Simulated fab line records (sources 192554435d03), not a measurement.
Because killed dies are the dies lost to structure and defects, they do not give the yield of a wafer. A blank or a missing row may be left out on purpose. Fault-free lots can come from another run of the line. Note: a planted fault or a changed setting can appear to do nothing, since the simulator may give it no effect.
Chamber matching ; flow n5 finfet ; 4 sister chambers for N5_FIN_SAQP_DESCUM_21 on rie diel-03
The step chemistry O2, time 7.9 s. 4 wafers are shown with their chamber, then 10 later ones without.

== WAFERS WITH THEIR CHAMBER ==
wafer;chamber;showerhead plenum p Torr (Torr)
L080.4;2;1.97
L084.6;1;2.09
L086.2;0;2.06
L086.3;3;2.15

== WAFERS WITHOUT THEIR CHAMBER ==
wafer;showerhead plenum p Torr (Torr)
L086.6;2.23
L088.1;2.08
L088.4;2.06
L088.5;2.08
L089.2;2.08
L089.3;2.15
L089.6;2.15
L095.2;2.23
L095.4;2.08
L095.6;2.06

== WHICH CHAMBER EACH WENT THROUGH ==
wafer;from the rows above;in truth
L086.6;can't be placed: 3 or 1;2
L088.1;can't be placed: 1 or 0 or 3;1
L088.4;can't be placed: 0 or 1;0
L088.5;can't be placed: 1 or 0 or 3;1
L089.2;can't be placed: 1 or 0 or 3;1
L089.3;can't be placed: 3 or 1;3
L089.6;can't be placed: 3 or 1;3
L095.2;can't be placed: 3 or 1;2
L095.4;can't be placed: 1 or 0 or 3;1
L095.6;can't be placed: 0 or 1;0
Placed correctly: 0 of 10. Unplaceable from these rows: 10, with the true chamber sitting among the candidates in 8. 0 placed wrongly.
How it was worked out, from the rows above alone: a wafer's distance from a chamber is the root of the sum, over the readings, of the square of ((its reading less the chamber's mean) divided by the reading's scatter). The wafer belongs to the nearest chamber; if the next one is less than 2 further off, it can't be placed. For every chamber, the mean is computed from those of its wafers that are shown. The scatter: root of mean squared gap, hidden wafer to nearest shown wafer, with one shown wafer a chamber.
